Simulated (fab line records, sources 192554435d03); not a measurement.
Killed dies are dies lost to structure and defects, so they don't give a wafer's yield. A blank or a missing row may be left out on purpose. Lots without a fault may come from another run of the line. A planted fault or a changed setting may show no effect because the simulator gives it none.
One fault seen from 2 desks | flow n5_finfet | each desk has only its own numbers; what lay behind them comes last

THE TOOL OWNER'S DESK: pecvd-03
The tool's own readings at N5_BEOL_M3_ILD_DEP_00 (deposits SiOC from DEMS/O2, target thk 79 nm, time 15.3 s): means of the sampled wafers that have a number, for each lot that ran on this tool. A lot is out of limits, marked OUT, if its mean lies more than 4 standard deviations from the usual mean; the brackets give that distance.
Columns: A = heater_power_w at N5_BEOL_M3_ILD_DEP_00, usual 499 W; B = showerhead_plenum_p_Torr at N5_BEOL_M3_ILD_DEP_00, usual 5.696 Torr; C = throttle_valve_pct at N5_BEOL_M3_ILD_DEP_00, usual 12.1 %
lot  | first seen here | A   | B     | C
L932 | day 7 15:53     | 511 | 5.701 | 12.1
L940 | day 9 10:28     | 562 | 5.706 | 12.1
L942 | day 10 10:38    | 568 | 5.707 | 12.4
L943 | day 10 14:14    | 548 | 5.705 | 12.1
L944 | day 10 15:31    | 505 | 5.709 | 12.1
L945 | day 10 20:32    | 534 | 5.711 | 11.9
L950 | day 11 17:08    | 506 | 5.713 | 12.3
L952 | day 12 02:52    | 529 | 5.712 | 12.1
This desk's finding: nothing out of limits on any of the 8 lots.

THE METROLOGY DESK
What the gauges read, lot by lot, whatever tool the lot ran on: means of the sampled wafers that have a number. A lot is out of limits, marked OUT, if its mean lies more than 4 standard deviations from the usual mean; the brackets give that distance. Of its 11 readings 7 are shown: the one that was out of limits first, and those that lie furthest out on some lot.
Columns: A = M3_ILD_THK at N5_BEOL_M3_THK_MEAS_01, usual 79.2 nm; B = DIBL_N at N5_BEOL_M4_RC_MEAS_101, usual 36.3 mV/V; C = DIBL_P at N5_BEOL_M4_RC_MEAS_101, usual 36.5 mV/V; D = IOFF_P at N5_BEOL_M4_RC_MEAS_101, usual 0.22 nA/um; E = SS_P at N5_BEOL_M4_RC_MEAS_101, usual 73.3 mV/dec; F = VT_N at N5_BEOL_M4_RC_MEAS_101, usual 249.3 mV; G = VT_P at N5_BEOL_M4_RC_MEAS_101, usual -250 mV
lot  | first seen here | A              | B    | C    | D    | E    | F     | G
L932 | day 7 15:56     | 77.7           | 33.9 | 34.1 | 0.16 | 73.1 | 252.4 | -255
L936 | day 8 04:49     | 79.5           | 37.1 | 37.2 | 0.23 | 73.2 | 248.0 | -249
L940 | day 9 10:33     | 79.2           | 34.2 | 35.3 | 0.17 | 72.5 | 250.5 | -252
L942 | day 10 10:43    | 79.3           | 35.7 | 36.1 | 0.22 | 73.5 | 250.3 | -248
L943 | day 10 14:19    | 79.2           | 35.0 | 35.2 | 0.22 | 72.9 | 249.4 | -249
L944 | day 10 15:35    | 80.2           | 36.0 | 34.4 | 0.18 | 73.0 | 252.2 | -252
L945 | day 10 20:36    | 92.5 (+14) OUT | 34.5 | 35.7 | 0.19 | 72.7 | 253.8 | -252
L950 | day 11 17:12    | 98.0 (+20) OUT | 35.4 | 34.7 | 0.20 | 72.8 | 248.2 | -251
L952 | day 12 02:56    | 99.1 (+21) OUT | 35.0 | 37.9 | 0.21 | 72.1 | 248.1 | -250
L955 | day 13 16:02    | 79.8           | 37.1 | 36.8 | 0.26 | 73.8 | 245.9 | -246
This desk's finding: out of limits on L945, L950, L952; first on L945, day 10 20:36 (M3_ILD_THK at N5_BEOL_M3_THK_MEAS_01). In limits: L932, L936, L940, L942, L943, L944, L955.

PUT TOGETHER
The metrology desk could have raised an alarm at day 10 20:36, on L945, L950, L952.
The tool owner's desk saw nothing out of limits.
The tool owner's desk has L945, L950, L952 on record, within its limits.
Of the lots named, all ran N5_BEOL_M3_ILD_DEP_00 on pecvd-03.

WHAT THE SIMULATOR HAD PUT IN
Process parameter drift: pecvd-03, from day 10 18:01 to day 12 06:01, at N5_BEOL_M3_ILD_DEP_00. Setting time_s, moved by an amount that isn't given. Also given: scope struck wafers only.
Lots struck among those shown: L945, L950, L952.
Hours from the fault's start to each desk's first reading out of limits: the metrology desk, 3.
